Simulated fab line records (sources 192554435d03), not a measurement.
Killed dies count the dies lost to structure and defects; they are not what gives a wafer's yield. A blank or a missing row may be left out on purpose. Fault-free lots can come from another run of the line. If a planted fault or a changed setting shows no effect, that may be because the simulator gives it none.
Comparing a struck lot with a sound one ; flow n5Finfet ; 14 out of 1938 route steps
Sound: the wafers L811.3, L811.4, L811.5. The struck wafers were L824.1, L824.2, L824.3. The cause is named last.
Per side, at each step with rows, come the tool, then ch with its chambers, and then its first start. Under that, the readings that differ: sound wafers ; struck wafers ; difference of the means ; sigmas: that difference in standard deviations of wafers without a fault.
alike: readings with means less than 2 such deviations apart, plus words and numbers identical on both sides. not compared: withheld readings, readings lacking a value on some wafer, bounds such as >300 that could conceal the same value, and numbers that have no deviation in the record and whose values overlap.
A row with sigmas, a row that says differs or no value, or rows on one side alone: a step with any of these is where the two part. When numbers do not overlap yet have no deviation, they are printed without sigmas and do not part them. Lack of a reading on every wafer of one side parts them only where that side has two or more wafers.

first, 1 step without rows for these wafers: N5_SD_EPI_P_DEVELOP_08 (develop time 30 s).
N5_SD_EPI_P_CD_MEAS_09: target cd 240 nm.
  sound on cdSem-01 ch 0, day 5 16:58; struck on cdSem-03 ch 0, day 8 21:22
  alike: cdNm
N5_SD_EPI_P_OVL_MEAS_10:
  sound on overlay-02 ch 0, day 5 17:00; struck on overlay-02 ch 0, day 8 21:23
  alike: SD_P_BLK_OVL
N5_SD_EPI_P_INSPECT_11: inspects for defects (macro).
  struck on defectInspect-02, day 8 21:25; sound on defectInspect-02, day 5 17:01
  alike: rawDefectCount
N5_SD_EPI_P_DESCUM_14: chemistry O2, time 7.9 s.
  sound on rieDiel-02 ch 0,3, day 5 17:04; struck on rieDiel-04 ch 0,1,3, day 8 21:27
  alike: drypumpMotorCurrentA, oesProductAu, rfFwdPowerW, rfVppV, showerheadPlenumPTorr, throttleValvePct
  not compared: rfHoursCounterH
N5_SD_EPI_P_ETCH_36: etches SiARC in CF4, target depth 45.5 nm, time 75.8 s.
  sound on rieDiel-02 ch 0,3, day 5 17:05; struck on rieDiel-04 ch 0,1,3, day 8 21:29
  alike: drypumpMotorCurrentA, etchRfOnTimeS, oesProductAu, rfFwdPowerW, rfVppV, showerheadPlenumPTorr, throttleValvePct
  not compared: rfHoursCounterH
N5_SD_EPI_P_ETCH_37: etches SOC in N2/H2, overetch 108 nm, time 486 s.
  sound on rieDiel-02 ch 0,3, day 5 17:09; struck on rieDiel-04 ch 0,1,3, day 8 21:32
  alike: drypumpMotorCurrentA, oesProductAu, rfFwdPowerW, rfVppV, showerheadPlenumPTorr, throttleValvePct
  not compared: rfHoursCounterH
then, 1 step without rows for these wafers: N5_SD_EPI_P_STRIP_38 (strips in N2/H2).
N5_SD_EPI_P_ETCHBACK_46: etches SiNx in CH3F/O2, stops on SiO2, target depth 17.5 nm.
  sound on rieDiel-02 ch 0,3, day 5 17:28; struck on rieDiel-04 ch 0,1,3, day 8 21:52
  alike: CH3F_flow_sccm, drypumpMotorCurrentA, oes_f_703_au, oesProductAu, rfFwdPowerW, rfVppV, showerheadPlenumPTorr, throttleValvePct
  not compared: rfHoursCounterH
N5_SD_EPI_P_ETCH_47: etches SiOCN in CH3F/O2, target depth 25 nm.
  sound on rieDiel-02 ch 0,3, day 5 17:34; struck on rieDiel-04 ch 0,1,3, day 8 21:58
  alike: CH3F_flow_sccm, drypumpMotorCurrentA, oes_f_703_au, oesProductAu, rfFwdPowerW, rfVppV, showerheadPlenumPTorr, throttleValvePct
  not compared: rfHoursCounterH
then, 2 steps without rows for these wafers: N5_SD_EPI_P_ETCH_16 (etches SiO2 in CHF3/O2, target depth 5 nm); N5_SD_EPI_P_STRIP_50 (strips in CHF3/O2).
N5_SD_EPI_P_SD_RECESS_17: chemistry HBr/Cl2/O2, target depth 39.1 nm, bt time 3 s.
  sound on rieSi-06 ch 0,2, day 5 17:44; struck on rieSi-03 ch 1,2,3, day 8 22:08
reading;sound;struck;difference;sigmas
oesProductAu (a.u.);1.007 0.994 0.985;0.928 0.960 0.947;-0.050;-3
model.etch.depthNm (nm);38.25 38.43 38.58;32.52 31.92 32.84;-5.99;
model.SD_EPI_P.featureDepthNm (nm);38.2 38.4 38.6;32.6 32 32.8;-5.9;
  alike: drypumpMotorCurrentA, rfFwdPowerW, throttleValvePct
  not compared: rfHoursCounterH
then, 1 step without rows for these wafers: N5_SD_EPI_P_WET_ETCH_45 (etches SiO2 in dHF, time 10.7 s, target depth 2 nm, rinse time 30 s).

WHERE THEY PART
Only at N5_SD_EPI_P_SD_RECESS_17, within this record.

WHY: what the simulator had put in
Drift in process parameters on rieSi-03 at N5_SD_EPI_P_SD_RECESS_17, starting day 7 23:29. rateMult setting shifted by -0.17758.
